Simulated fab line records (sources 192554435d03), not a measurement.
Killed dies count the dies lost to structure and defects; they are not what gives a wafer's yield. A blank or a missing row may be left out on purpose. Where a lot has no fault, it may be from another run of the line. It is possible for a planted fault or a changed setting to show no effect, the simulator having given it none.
Which tool was responsible? / flow n5 finfet / 24 lots, 72 wafers sampled, at 5 steps of a route of 1938

## WHAT THE GAUGES SHOWED, per wafer
N5_BEOL_M6_CD_MEAS_11 targets a cd of 38.5 nm.
lot=L074; measured=day 8 12:58; on=cd sem-01; cd nm (nm)=38.5 38.0 38.6
lot=L075; measured=day 9 01:08; on=cd sem-01; cd nm (nm)=38.4 38.4 38.2
lot=L076; measured=day 9 06:02; on=cd sem-02; cd nm (nm)=38.3 38.1 38.6
lot=L077; measured=day 9 06:38; on=cd sem-03; cd nm (nm)=39.3 39.6 38.9
lot=L078; measured=day 9 15:22; on=cd sem-01; cd nm (nm)=38.6 38.0 37.9
lot=L079; measured=day 10 00:25; on=cd sem-03; cd nm (nm)=38.6 38.4 38.2
lot=L081; measured=day 10 13:10; on=cd sem-01; cd nm (nm)=39.0 39.3 39.0
lot=L080; measured=day 10 13:20; on=cd sem-02; cd nm (nm)=37.9 38.2 38.8
lot=L083; measured=day 10 17:45; on=cd sem-03; cd nm (nm)=38.9 38.9 38.7
lot=L082; measured=day 10 19:08; on=cd sem-03; cd nm (nm)=39.0 38.6 39.1
lot=L084; measured=day 11 13:00; on=cd sem-02; cd nm (nm)=38.7 38.2 37.6
lot=L085; measured=day 11 17:05; on=cd sem-02; cd nm (nm)=38.7 38.8 38.9
lot=L086; measured=day 11 18:20; on=cd sem-01; cd nm (nm)=38.1 39.0 37.8
lot=L087; measured=day 11 22:10; on=cd sem-01; cd nm (nm)=38.8 38.3 38.4
lot=L088; measured=day 12 01:55; on=cd sem-02; cd nm (nm)=38.6 38.2 38.1
lot=L089; measured=day 12 18:14; on=cd sem-01; cd nm (nm)=38.9 38.9 38.8
lot=L090; measured=day 13 00:54; on=cd sem-03; cd nm (nm)=39.5 38.4 39.6
lot=L091; measured=day 13 03:08; on=cd sem-02; cd nm (nm)=39.1 38.5 39.1
lot=L093; measured=day 13 05:02; on=cd sem-01; cd nm (nm)=39.4 38.8 39.5
lot=L092; measured=day 13 08:28; on=cd sem-01; cd nm (nm)=39.3 39.3 38.7
lot=L094; measured=day 14 11:50; on=cd sem-02; cd nm (nm)=38.7 38.0 37.3
lot=L096; measured=day 14 13:37; on=cd sem-01; cd nm (nm)=38.3 37.9 38.1
lot=L095; measured=day 14 23:58; on=cd sem-01; cd nm (nm)=38.7 38.3 38.3
lot=L097; measured=day 15 14:05; on=cd sem-03; cd nm (nm)=38.8 38.5 39.2

N5_BEOL_M7_THK_MEAS_01.
lot=L074; measured=day 8 18:42; on=film metro-02; M7_ILD_THK (nm)=153.4 152.2 151.6
lot=L075; measured=day 9 07:33; on=film metro-01; M7_ILD_THK (nm)=152.4 155.4 154.9
lot=L076; measured=day 9 14:07; on=film metro-02; M7_ILD_THK (nm)=150.1 155.6 153.8
lot=L077; measured=day 9 14:11; on=film metro-01; M7_ILD_THK (nm)=154.3 156.0 154.8
lot=L078; measured=day 10 01:02; on=film metro-02; M7_ILD_THK (nm)=151.3 153.7 153.4
lot=L079; measured=day 10 07:11; on=film metro-01; M7_ILD_THK (nm)=156.3 156.5 155.0
lot=L081; measured=day 10 18:40; on=film metro-01; M7_ILD_THK (nm)=151.0 151.0 152.1
lot=L080; measured=day 10 19:40; on=film metro-02; M7_ILD_THK (nm)=148.9 155.1 154.9
lot=L083; measured=day 10 23:02; on=film metro-02; M7_ILD_THK (nm)=152.2 153.7 154.3
lot=L082; measured=day 11 01:53; on=film metro-01; M7_ILD_THK (nm)=153.7 154.6 154.0
lot=L084; measured=day 11 18:36; on=film metro-01; M7_ILD_THK (nm)=154.3 153.3 158.1
lot=L085; measured=day 12 00:02; on=film metro-02; M7_ILD_THK (nm)=151.8 152.6 156.4
lot=L086; measured=day 12 01:03; on=film metro-02; M7_ILD_THK (nm)=152.5 156.2 155.4
lot=L087; measured=day 12 03:25; on=film metro-02; M7_ILD_THK (nm)=150.6 152.7 150.3
lot=L088; measured=day 12 08:12; on=film metro-01; M7_ILD_THK (nm)=154.7 155.2 157.3
lot=L089; measured=day 12 23:54; on=film metro-02; M7_ILD_THK (nm)=150.0 151.7 152.4
lot=L090; measured=day 13 06:46; on=film metro-01; M7_ILD_THK (nm)=156.1 156.7 157.0
lot=L091; measured=day 13 09:13; on=film metro-02; M7_ILD_THK (nm)=153.5 154.1 155.3
lot=L093; measured=day 13 11:05; on=film metro-02; M7_ILD_THK (nm)=153.6 154.2 155.3
lot=L092; measured=day 13 17:07; on=film metro-01; M7_ILD_THK (nm)=151.3 153.8 153.0
lot=L094; measured=day 14 21:10; on=film metro-01; M7_ILD_THK (nm)=153.8 153.3 156.5
lot=L096; measured=day 14 21:22; on=film metro-01; M7_ILD_THK (nm)=149.4 148.8 149.4
lot=L095; measured=day 15 06:51; on=film metro-01; M7_ILD_THK (nm)=153.2 154.7 154.6
lot=L097; measured=day 15 22:00; on=film metro-01; M7_ILD_THK (nm)=155.0 157.7 156.1

N5_BEOL_M7_INSPECT_13: inspects for defects (brightfield).
lot=L074; measured=day 8 21:00; on=defect inspect-01; raw defect count=514 463 685
lot=L075; measured=day 9 10:05; on=defect inspect-01; raw defect count=522 437 462
lot=L076; measured=day 9 15:55; on=defect inspect-02; raw defect count=397 388 414
lot=L077; measured=day 9 16:05; on=defect inspect-02; raw defect count=726 306 426
lot=L078; measured=day 10 03:35; on=defect inspect-02; raw defect count=455 429 436
lot=L079; measured=day 10 09:47; on=defect inspect-02; raw defect count=484 413 605
lot=L081; measured=day 10 19:59; on=defect inspect-02; raw defect count=522 593 504
lot=L080; measured=day 10 20:46; on=defect inspect-01; raw defect count=396 555 269
lot=L083; measured=day 11 00:08; on=defect inspect-02; raw defect count=410 421 327
lot=L082; measured=day 11 03:36; on=defect inspect-02; raw defect count=405 473 403
lot=L084; measured=day 11 21:38; on=defect inspect-02; raw defect count=502 517 472
lot=L085; measured=day 12 01:03; on=defect inspect-01; raw defect count=415 513 412
lot=L086; measured=day 12 02:07; on=defect inspect-01; raw defect count=587 399 411
lot=L087; measured=day 12 05:51; on=defect inspect-01; raw defect count=654 623 689
lot=L088; measured=day 12 09:22; on=defect inspect-02; raw defect count=297 325 357
lot=L089; measured=day 13 01:28; on=defect inspect-02; raw defect count=366 486 457
lot=L090; measured=day 13 08:22; on=defect inspect-02; raw defect count=374 498 470
lot=L091; measured=day 13 11:31; on=defect inspect-01; raw defect count=497 537 555
lot=L093; measured=day 13 11:46; on=defect inspect-02; raw defect count=405 527 444
lot=L092; measured=day 13 18:27; on=defect inspect-01; raw defect count=852 483 636
lot=L094; measured=day 15 00:29; on=defect inspect-01; raw defect count=379 459 507
lot=L096; measured=day 15 00:39; on=defect inspect-02; raw defect count=428 538 384
lot=L095; measured=day 15 07:31; on=defect inspect-02; raw defect count=447 430 459
lot=L097; measured=day 16 00:31; on=defect inspect-02; raw defect count=402 368 520

## EACH LOT AND THE TOOL THAT RAN IT (in order: tool; ch and the chambers of the sampled wafers; start)
lot=L074; N5_BEOL_M6_ILD_DEP_00=pecvd-03 ch 0,2, day 8 10:41; N5_BEOL_M6_ETCH_72=rie diel-03 ch 1,2,3, day 8 14:05
lot=L075; N5_BEOL_M6_ILD_DEP_00=pecvd-02 ch 0,2, day 8 22:07; N5_BEOL_M6_ETCH_72=rie diel-03 ch 1,3, day 9 02:19
lot=L076; N5_BEOL_M6_ILD_DEP_00=pecvd-02 ch 0,2, day 9 03:04; N5_BEOL_M6_ETCH_72=rie diel-03 ch 0,1,2, day 9 09:29
lot=L077; N5_BEOL_M6_ILD_DEP_00=pecvd-04 ch 0,2, day 9 05:10; N5_BEOL_M6_ETCH_72=rie diel-05 ch 0,3, day 9 09:33
lot=L078; N5_BEOL_M6_ILD_DEP_00=pecvd-03 ch 0,1, day 9 12:49; N5_BEOL_M6_ETCH_72=rie diel-03 ch 1,3, day 9 20:05
lot=L079; N5_BEOL_M6_ILD_DEP_00=pecvd-02 ch 0,1, day 9 21:57; N5_BEOL_M6_ETCH_72=rie diel-03 ch 0,1,2, day 10 03:01
lot=L081; N5_BEOL_M6_ILD_DEP_00=pecvd-02 ch 0,2, day 10 11:08; N5_BEOL_M6_ETCH_72=rie diel-03 ch 0,3, day 10 14:50
lot=L080; N5_BEOL_M6_ILD_DEP_00=pecvd-04 ch 0, day 10 11:09; N5_BEOL_M6_ETCH_72=rie diel-05 ch 0,1,2, day 10 15:48
lot=L083; N5_BEOL_M6_ILD_DEP_00=pecvd-04 ch 0,1,2, day 10 15:52; N5_BEOL_M6_ETCH_72=rie diel-05 ch 0,1,2, day 10 19:10
lot=L082; N5_BEOL_M6_ILD_DEP_00=pecvd-03 ch 0,1,2, day 10 16:57; N5_BEOL_M6_ETCH_72=rie diel-04 ch 0,2,3, day 10 21:10
lot=L084; N5_BEOL_M6_ILD_DEP_00=pecvd-03 ch 0,1, day 11 10:07; N5_BEOL_M6_ETCH_72=rie diel-04 ch 0,1, day 11 14:03
lot=L085; N5_BEOL_M6_ILD_DEP_00=pecvd-02 ch 0,1,2, day 11 15:09; N5_BEOL_M6_ETCH_72=rie diel-03 ch 0,1,2, day 11 18:14
lot=L086; N5_BEOL_M6_ILD_DEP_00=pecvd-02 ch 0,2, day 11 17:16; N5_BEOL_M6_ETCH_72=rie diel-04 ch 2,3, day 11 21:24
lot=L087; N5_BEOL_M6_ILD_DEP_00=pecvd-03 ch 0,1, day 11 20:34; N5_BEOL_M6_ETCH_72=rie diel-04 ch 0,1, day 11 23:28
lot=L088; N5_BEOL_M6_ILD_DEP_00=pecvd-04 ch 0,2, day 11 23:47; N5_BEOL_M6_ETCH_72=rie diel-05 ch 0,1,3, day 12 04:14
lot=L089; N5_BEOL_M6_ILD_DEP_00=pecvd-04 ch 1,2, day 12 14:50; N5_BEOL_M6_ETCH_72=rie diel-05 ch 0,1,2, day 12 20:16
lot=L090; N5_BEOL_M6_ILD_DEP_00=pecvd-02 ch 0,1,2, day 12 21:00; N5_BEOL_M6_ETCH_72=rie diel-03 ch 0,1, day 13 02:31
lot=L091; N5_BEOL_M6_ILD_DEP_00=pecvd-02 ch 0,1, day 13 01:24; N5_BEOL_M6_ETCH_72=rie diel-04 ch 2,3, day 13 04:28
lot=L093; N5_BEOL_M6_ILD_DEP_00=pecvd-02 ch 0,1, day 13 02:40; N5_BEOL_M6_ETCH_72=rie diel-04 ch 1,2,3, day 13 07:09
lot=L092; N5_BEOL_M6_ILD_DEP_00=pecvd-04 ch 0,1,2, day 13 06:19; N5_BEOL_M6_ETCH_72=rie diel-04 ch 0,1,2, day 13 10:56
lot=L094; N5_BEOL_M6_ILD_DEP_00=pecvd-02 ch 0,1,2, day 14 07:12; N5_BEOL_M6_ETCH_72=rie diel-04 ch 0,3, day 14 17:00
lot=L096; N5_BEOL_M6_ILD_DEP_00=pecvd-03 ch 0,1,2, day 14 12:34; N5_BEOL_M6_ETCH_72=rie diel-05 ch 1,2,3, day 14 17:13
lot=L095; N5_BEOL_M6_ILD_DEP_00=pecvd-02 ch 0,1,2, day 14 19:37; N5_BEOL_M6_ETCH_72=rie diel-04 ch 0,1,3, day 15 03:37
lot=L097; N5_BEOL_M6_ILD_DEP_00=pecvd-02 ch 1,2, day 15 12:29; N5_BEOL_M6_ETCH_72=rie diel-04 ch 1,3, day 15 15:32
- N5_BEOL_M6_ILD_DEP_00: deposits SiCOH lowk from DEMS/porogen, target thk 179.75 nm, time 33.4 s.
- N5_BEOL_M6_ETCH_72: etches underlayer in N2/H2, target depth 6.5 nm, time 5.2 s.

## WHAT THE TOOLS THEMSELVES READ (means of the sampled wafers that have a number; where no wafer has one, the mark that the record gives instead)
N5_BEOL_M6_ILD_DEP_00.
lot=L074; tool=pecvd-03; heater power w (W)=315; showerhead plenum p Torr (Torr)=5.744; showerhead vpp V (V)=1318; throttle valve pct (%)=13.4
lot=L075; tool=pecvd-02; heater power w (W)=316; showerhead plenum p Torr (Torr)=5.721; showerhead vpp V (V)=1372; throttle valve pct (%)=13.7
lot=L076; tool=pecvd-02; heater power w (W)=297; showerhead plenum p Torr (Torr)=5.730; showerhead vpp V (V)=1377; throttle valve pct (%)=13.9
lot=L077; tool=pecvd-04; heater power w (W)=263; showerhead plenum p Torr (Torr)=5.745; showerhead vpp V (V)=1275; throttle valve pct (%)=14.5
lot=L078; tool=pecvd-03; heater power w (W)=292; showerhead plenum p Torr (Torr)=5.735; showerhead vpp V (V)=1361; throttle valve pct (%)=14.7
lot=L079; tool=pecvd-02; heater power w (W)=249; showerhead plenum p Torr (Torr)=5.738; showerhead vpp V (V)=1354; throttle valve pct (%)=13.9
lot=L081; tool=pecvd-02; heater power w (W)=330; showerhead plenum p Torr (Torr)=5.724; showerhead vpp V (V)=1378; throttle valve pct (%)=14.1
lot=L080; tool=pecvd-04; heater power w (W)=327; showerhead plenum p Torr (Torr)=5.762; showerhead vpp V (V)=1292; throttle valve pct (%)=14.5
lot=L083; tool=pecvd-04; heater power w (W)=265; showerhead plenum p Torr (Torr)=5.741; showerhead vpp V (V)=1285; throttle valve pct (%)=13.8
lot=L082; tool=pecvd-03; heater power w (W)=285; showerhead plenum p Torr (Torr)=5.730; showerhead vpp V (V)=1380; throttle valve pct (%)=14.1
lot=L084; tool=pecvd-03; heater power w (W)=274; showerhead plenum p Torr (Torr)=5.730; showerhead vpp V (V)=1433; throttle valve pct (%)=14.8
lot=L085; tool=pecvd-02; heater power w (W)=301; showerhead plenum p Torr (Torr)=5.727; showerhead vpp V (V)=1377; throttle valve pct (%)=13.9
lot=L086; tool=pecvd-02; heater power w (W)=306; showerhead plenum p Torr (Torr)=5.731; showerhead vpp V (V)=1366; throttle valve pct (%)=14.2
lot=L087; tool=pecvd-03; heater power w (W)=288; showerhead plenum p Torr (Torr)=5.741; showerhead vpp V (V)=1380; throttle valve pct (%)=14.7
lot=L088; tool=pecvd-04; heater power w (W)=261; showerhead plenum p Torr (Torr)=5.755; showerhead vpp V (V)=1293; throttle valve pct (%)=13.9
lot=L089; tool=pecvd-04; heater power w (W)=261; showerhead plenum p Torr (Torr)=5.735; showerhead vpp V (V)=1300; throttle valve pct (%)=13.7
lot=L090; tool=pecvd-02; heater power w (W)=306; showerhead plenum p Torr (Torr)=5.729; showerhead vpp V (V)=1366; throttle valve pct (%)=13.9
lot=L091; tool=pecvd-02; heater power w (W)=290; showerhead plenum p Torr (Torr)=5.738; showerhead vpp V (V)=1363; throttle valve pct (%)=13.9
lot=L093; tool=pecvd-02; heater power w (W)=279; showerhead plenum p Torr (Torr)=5.734; showerhead vpp V (V)=1360; throttle valve pct (%)=13.7
lot=L092; tool=pecvd-04; heater power w (W)=273; showerhead plenum p Torr (Torr)=5.746; showerhead vpp V (V)=1283; throttle valve pct (%)=14.0
lot=L094; tool=pecvd-02; heater power w (W)=312; showerhead plenum p Torr (Torr)=5.721; showerhead vpp V (V)=1369; throttle valve pct (%)=13.7
lot=L096; tool=pecvd-03; heater power w (W)=317; showerhead plenum p Torr (Torr)=5.736; showerhead vpp V (V)=1366; throttle valve pct (%)=14.2
lot=L095; tool=pecvd-02; heater power w (W)=298; showerhead plenum p Torr (Torr)=5.727; showerhead vpp V (V)=1377; throttle valve pct (%)=13.7
lot=L097; tool=pecvd-02; heater power w (W)=306; showerhead plenum p Torr (Torr)=5.731; showerhead vpp V (V)=1359; throttle valve pct (%)=13.5

N5_BEOL_M6_ETCH_72.
lot=L074; tool=rie diel-03; drypump motor current A (A)=5.7; etch rf on time s (s)=5.34; oes product au (a.u.)=0.71; rf vpp V (V)=523.9; showerhead plenum p Torr (Torr)=2.49; throttle valve pct (%)=17.78
lot=L075; tool=rie diel-03; drypump motor current A (A)=5.7; etch rf on time s (s)=5.11; oes product au (a.u.)=0.75; rf vpp V (V)=522.8; showerhead plenum p Torr (Torr)=2.56; throttle valve pct (%)=17.92
lot=L076; tool=rie diel-03; drypump motor current A (A)=5.8; etch rf on time s (s)=5.32; oes product au (a.u.)=0.63; rf vpp V (V)=523.6; showerhead plenum p Torr (Torr)=2.53; throttle valve pct (%)=17.73
lot=L077; tool=rie diel-05; drypump motor current A (A)=6.3; etch rf on time s (s)=5.20; oes product au (a.u.)=0.65; rf vpp V (V)=526.8; showerhead plenum p Torr (Torr)=2.62; throttle valve pct (%)=17.91
lot=L078; tool=rie diel-03; drypump motor current A (A)=5.6; etch rf on time s (s)=5.17; oes product au (a.u.)=0.75; rf vpp V (V)=523.3; showerhead plenum p Torr (Torr)=2.51; throttle valve pct (%)=17.80
lot=L079; tool=rie diel-03; drypump motor current A (A)=5.8; etch rf on time s (s)=5.31; oes product au (a.u.)=0.63; rf vpp V (V)=523.0; showerhead plenum p Torr (Torr)=2.53; throttle valve pct (%)=17.75
lot=L081; tool=rie diel-03; drypump motor current A (A)=5.7; etch rf on time s (s)=5.19; oes product au (a.u.)=0.64; rf vpp V (V)=525.4; showerhead plenum p Torr (Torr)=2.55; throttle valve pct (%)=17.56
lot=L080; tool=rie diel-05; drypump motor current A (A)=5.8; etch rf on time s (s)=5.22; oes product au (a.u.)=0.66; rf vpp V (V)=524.3; showerhead plenum p Torr (Torr)=2.60; throttle valve pct (%)=17.81
lot=L083; tool=rie diel-05; drypump motor current A (A)=5.8; etch rf on time s (s)=5.23; oes product au (a.u.)=0.66; rf vpp V (V)=525.0; showerhead plenum p Torr (Torr)=2.60; throttle valve pct (%)=17.81
lot=L082; tool=rie diel-04; drypump motor current A (A)=5.9; etch rf on time s (s)=5.10; oes product au (a.u.)=0.74; rf vpp V (V)=524.4; showerhead plenum p Torr (Torr)=2.53; throttle valve pct (%)=17.86
lot=L084; tool=rie diel-04; drypump motor current A (A)=6.2; etch rf on time s (s)=5.06; oes product au (a.u.)=0.74; rf vpp V (V)=525.6; showerhead plenum p Torr (Torr)=2.57; throttle valve pct (%)=17.84
lot=L085; tool=rie diel-03; drypump motor current A (A)=5.8; etch rf on time s (s)=5.35; oes product au (a.u.)=0.68; rf vpp V (V)=526.3; showerhead plenum p Torr (Torr)=2.63; throttle valve pct (%)=17.63
lot=L086; tool=rie diel-04; drypump motor current A (A)=5.6; etch rf on time s (s)=5.16; oes product au (a.u.)=0.65; rf vpp V (V)=522.7; showerhead plenum p Torr (Torr)=2.48; throttle valve pct (%)=17.84
lot=L087; tool=rie diel-04; drypump motor current A (A)=6.3; etch rf on time s (s)=5.00; oes product au (a.u.)=0.77; rf vpp V (V)=524.1; showerhead plenum p Torr (Torr)=2.58; throttle valve pct (%)=17.95
lot=L088; tool=rie diel-05; drypump motor current A (A)=6.0; etch rf on time s (s)=5.25; oes product au (a.u.)=0.61; rf vpp V (V)=521.6; showerhead plenum p Torr (Torr)=2.52; throttle valve pct (%)=17.89
lot=L089; tool=rie diel-05; drypump motor current A (A)=5.8; etch rf on time s (s)=5.26; oes product au (a.u.)=0.65; rf vpp V (V)=524.7; showerhead plenum p Torr (Torr)=2.59; throttle valve pct (%)=17.84
lot=L090; tool=rie diel-03; drypump motor current A (A)=5.8; etch rf on time s (s)=5.27; oes product au (a.u.)=0.77; rf vpp V (V)=525.4; showerhead plenum p Torr (Torr)=2.60; throttle valve pct (%)=17.45
lot=L091; tool=rie diel-04; drypump motor current A (A)=5.6; etch rf on time s (s)=5.09; oes product au (a.u.)=0.71; rf vpp V (V)=523.3; showerhead plenum p Torr (Torr)=2.53; throttle valve pct (%)=17.77
lot=L093; tool=rie diel-04; drypump motor current A (A)=5.7; etch rf on time s (s)=5.18; oes product au (a.u.)=0.68; rf vpp V (V)=524.1; showerhead plenum p Torr (Torr)=2.53; throttle valve pct (%)=17.77
lot=L092; tool=rie diel-04; drypump motor current A (A)=6.0; etch rf on time s (s)=5.12; oes product au (a.u.)=0.68; rf vpp V (V)=522.9; showerhead plenum p Torr (Torr)=2.52; throttle valve pct (%)=17.92
lot=L094; tool=rie diel-04; drypump motor current A (A)=6.2; etch rf on time s (s)=5.02; oes product au (a.u.)=0.75; rf vpp V (V)=527.2; showerhead plenum p Torr (Torr)=2.58; throttle valve pct (%)=17.96
lot=L096; tool=rie diel-05; drypump motor current A (A)=5.5; etch rf on time s (s)=5.15; oes product au (a.u.)=0.79; rf vpp V (V)=527.1; showerhead plenum p Torr (Torr)=2.63; throttle valve pct (%)=17.55
lot=L095; tool=rie diel-04; drypump motor current A (A)=6.1; etch rf on time s (s)=5.07; oes product au (a.u.)=0.73; rf vpp V (V)=525.6; showerhead plenum p Torr (Torr)=2.57; throttle valve pct (%)=17.86
lot=L097; tool=rie diel-04; drypump motor current A (A)=5.8; etch rf on time s (s)=5.10; oes product au (a.u.)=0.71; rf vpp V (V)=525.2; showerhead plenum p Torr (Torr)=2.57; throttle valve pct (%)=17.71

## THE ANSWER, worked out from the rows above alone
Rule: the usual values come from the lots themselves. Put in order of their means at a reading, lots are off if they are a third of the lots or fewer, leave a main group of 4 or more, and stand apart from it by a gap of 3 or more times the standard deviation of the main group's means; of several such gaps the widest counts. A main group is skipped when, at the precision printed for the reading in the tables above, its means are all equal. Also off: a lot with no number at a reading for which 4 or more lots have one. Any other lot the step has rows for is counted as sound. First the gauges in route order, then the tools' own readings, where a lot's mean is used as printed above. The first step at which some lot is off is used, and at that step the reading that is off furthest; a lot without a number counts as furthest.
None of the lots is off at any reading shown; this tells nothing.

## WHAT THE SIMULATOR HAD INSERTED
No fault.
